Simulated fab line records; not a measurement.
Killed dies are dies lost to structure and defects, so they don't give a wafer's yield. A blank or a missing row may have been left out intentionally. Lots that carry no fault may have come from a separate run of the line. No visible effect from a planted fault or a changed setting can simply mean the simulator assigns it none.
The same fault as seen by 2 desks    flow n5-finfet    numbers are kept per desk, each desk with only its own; the story behind them comes last

== FROM THE METROLOGY DESK ==
What the gauges read, lot by lot, whatever tool the lot ran on: means of the sampled wafers that have a number. A lot is out of limits, marked OUT, if its mean lies more than 4 standard deviations from the usual mean; the brackets give that distance. Shown here are 7 of its 10 readings, the ones lying furthest out on some lot.
Columns: A = IOFF_N at N5_BEOL_M4_RC_MEAS_101, usual 0.152 nA/um; B = IOFF_P at N5_BEOL_M4_RC_MEAS_101, usual 0.204 nA/um; C = ION_N at N5_BEOL_M4_RC_MEAS_101, usual 673 uA/um; D = ION_P at N5_BEOL_M4_RC_MEAS_101, usual 462 uA/um; E = SS_N at N5_BEOL_M4_RC_MEAS_101, usual 71.4 mV/dec; F = SS_P at N5_BEOL_M4_RC_MEAS_101, usual 73.2 mV/dec; G = VT_P at N5_BEOL_M4_RC_MEAS_101, usual -250.6 mV
lot   first seen here  A      B      C    D    E     F     G
L151  day 8 13:20      0.123  0.171  663  457  70.4  72.5  -252.4
L157  day 10 15:11     0.151  0.225  664  460  71.7  73.3  -249.2
L166  day 12 14:24     0.127  0.165  660  453  71.2  72.9  -254.2
L169  day 13 14:23     0.147  0.210  674  465  71.8  72.8  -250.1
L168  day 13 14:28     0.136  0.172  670  456  71.2  73.1  -252.2
This desk's finding: nothing out of limits on any of the 5 lots.

== TOOL OWNER'S DESK, pecvd-01 ==
The tool's own readings at N5_PMOS_HMC_CHANNEL_EPI_HM_DEP_34 (deposits SiO2 from TEOS/O2, target thk 36 nm, time 6.9 s): means of the sampled wafers that have a number, for each lot that ran on this tool. A lot is out of limits, marked OUT, if its mean lies more than 4 standard deviations from the usual mean; the brackets give that distance.
Columns: A = heater-power-w at N5_PMOS_HMC_CHANNEL_EPI_HM_DEP_34, usual 478 W; B = showerhead-plenum-p-Torr at N5_PMOS_HMC_CHANNEL_EPI_HM_DEP_34, usual 8.349 Torr; C = throttle-valve-pct at N5_PMOS_HMC_CHANNEL_EPI_HM_DEP_34, usual 19.0 %
lot   first seen here  A    B      C
L151  day 1 17:32      438  8.339  18.9
L157  day 3 05:32      376  8.352  18.7
L166  day 5 11:49      384  8.336  19.7
L168  day 5 23:03      370  8.334  19.7
L169  day 6 04:59      446  8.340  19.4
This desk's finding: nothing out of limits on any of the 5 lots.

== PUT TOGETHER ==
Metrology desk: nothing out of limits seen.
Nothing out of limits was seen by the tool owner's desk.

== WHAT THE SIMULATOR HAD PUT IN ==
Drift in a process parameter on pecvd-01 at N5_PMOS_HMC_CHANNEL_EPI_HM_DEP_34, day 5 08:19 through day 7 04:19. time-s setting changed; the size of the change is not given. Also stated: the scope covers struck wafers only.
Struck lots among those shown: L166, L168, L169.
